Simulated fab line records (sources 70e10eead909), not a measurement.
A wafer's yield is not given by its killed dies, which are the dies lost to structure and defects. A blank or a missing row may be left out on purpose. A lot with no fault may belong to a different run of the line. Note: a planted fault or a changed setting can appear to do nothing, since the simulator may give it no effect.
Check of tool commonality + flow nand harc + 1 lot, 3 wafers sampled

REASON IT WAS OPENED
At NHARC_END_SORT_01 the reading killed at periphery is flagged on 1 of 1 lot. Wafers without a fault read 4.1, standard deviation 2.4.
Rule: a lot is flagged when every wafer of it that has a number lies more than 4 standard deviations from that mean, or none has a number. As for the other lots, they are considered sound.

| lot  | measured     | on        | killed at periphery, wafer by wafer | flag    |
|------|--------------|-----------|-------------------------------------|---------|
| L412 | day 30 00:08 | prober-02 | 637 624 634                         | FLAGGED |
On average the flagged lots read 631.7, which is +627.6 against the usual, or +99 or more standard deviations.

EACH LOT AND THE TOOL IT RAN ON
4 process steps preceding the reading are held in the record, out of 1302 steps in the route. Read each cell as the tool, then ch plus the chambers that the sampled wafers visited, then the start.
| lot  | flag    | NHARC_P_GATE_STRIP_108             | NHARC_P_GATE_STRIP_101           | NHARC_P_GATE_EXPOSE_43            | NHARC_P_GATE_STRIP_112               |
|------|---------|------------------------------------|----------------------------------|-----------------------------------|--------------------------------------|
| L412 | FLAGGED | rie diel-02 ch 0,1,3, day 11 04:04 | rie diel-12 ch 2,3, day 11 14:17 | krf scanner-03 ch 0, day 11 15:04 | plasma asher-01 ch 0,1, day 11 18:04 |
What the steps here do:
- NHARC_P_GATE_STRIP_108: strips in O2.
- NHARC_P_GATE_STRIP_101: strips in O2, time 20 s.
- NHARC_P_GATE_EXPOSE_43: exposes mask P NSD, target cd 720 nm.
- NHARC_P_GATE_STRIP_112: strips in N2/H2, time 200 s.
- NHARC_END_SORT_01

FLAGGED OVER TOTAL, TOOL BY TOOL (the gauges that took the reading come last)
| step                   | tool            | lots run | flagged | share of the flagged lots | sound lots run after its first flagged lot |
|------------------------|-----------------|----------|---------|---------------------------|--------------------------------------------|
| NHARC_P_GATE_STRIP_108 | rie diel-02     | 1        | 1       | all                       | 0                                          |
| NHARC_P_GATE_STRIP_101 | rie diel-12     | 1        | 1       | all                       | 0                                          |
| NHARC_P_GATE_EXPOSE_43 | krf scanner-03  | 1        | 1       | all                       | 0                                          |
| NHARC_P_GATE_STRIP_112 | plasma asher-01 | 1        | 1       | all                       | 0                                          |
| NHARC_END_SORT_01      | prober-02       | 1        | 1       | all                       | 0                                          |

WHAT IS ALLOWED BY THE TABLE
5 rows of the table ran every flagged lot: rie diel-02 at NHARC_P_GATE_STRIP_108, rie diel-12 at NHARC_P_GATE_STRIP_101, krf scanner-03 at NHARC_P_GATE_EXPOSE_43, plasma asher-01 at NHARC_P_GATE_STRIP_112, prober-02 at NHARC_END_SORT_01.
- rie diel-02 at NHARC_P_GATE_STRIP_108: 1 of its 1 lot flagged. With no sound lot run before its first flagged lot in this sample, there is nothing to narrow down the start.
- rie diel-12 at NHARC_P_GATE_STRIP_101: 1 of its 1 lot flagged. With no sound lot run before its first flagged lot in this sample, there is nothing to narrow down the start.
- krf scanner-03 at NHARC_P_GATE_EXPOSE_43: 1 of its 1 lot flagged. With no sound lot run before its first flagged lot in this sample, there is nothing to narrow down the start.
- plasma asher-01 at NHARC_P_GATE_STRIP_112: 1 of its 1 lot flagged. With no sound lot run before its first flagged lot in this sample, there is nothing to narrow down the start.
- prober-02 at NHARC_END_SORT_01: 1 of its 1 lot flagged. With no sound lot run before its first flagged lot in this sample, there is nothing to narrow down the start.
A lot count leaves these 5 tools indistinguishable: every one of them fits a fault beginning at some hour. More lots, or a look at what each step does to the wafer, might.

WHAT THE SIMULATOR PUT IN
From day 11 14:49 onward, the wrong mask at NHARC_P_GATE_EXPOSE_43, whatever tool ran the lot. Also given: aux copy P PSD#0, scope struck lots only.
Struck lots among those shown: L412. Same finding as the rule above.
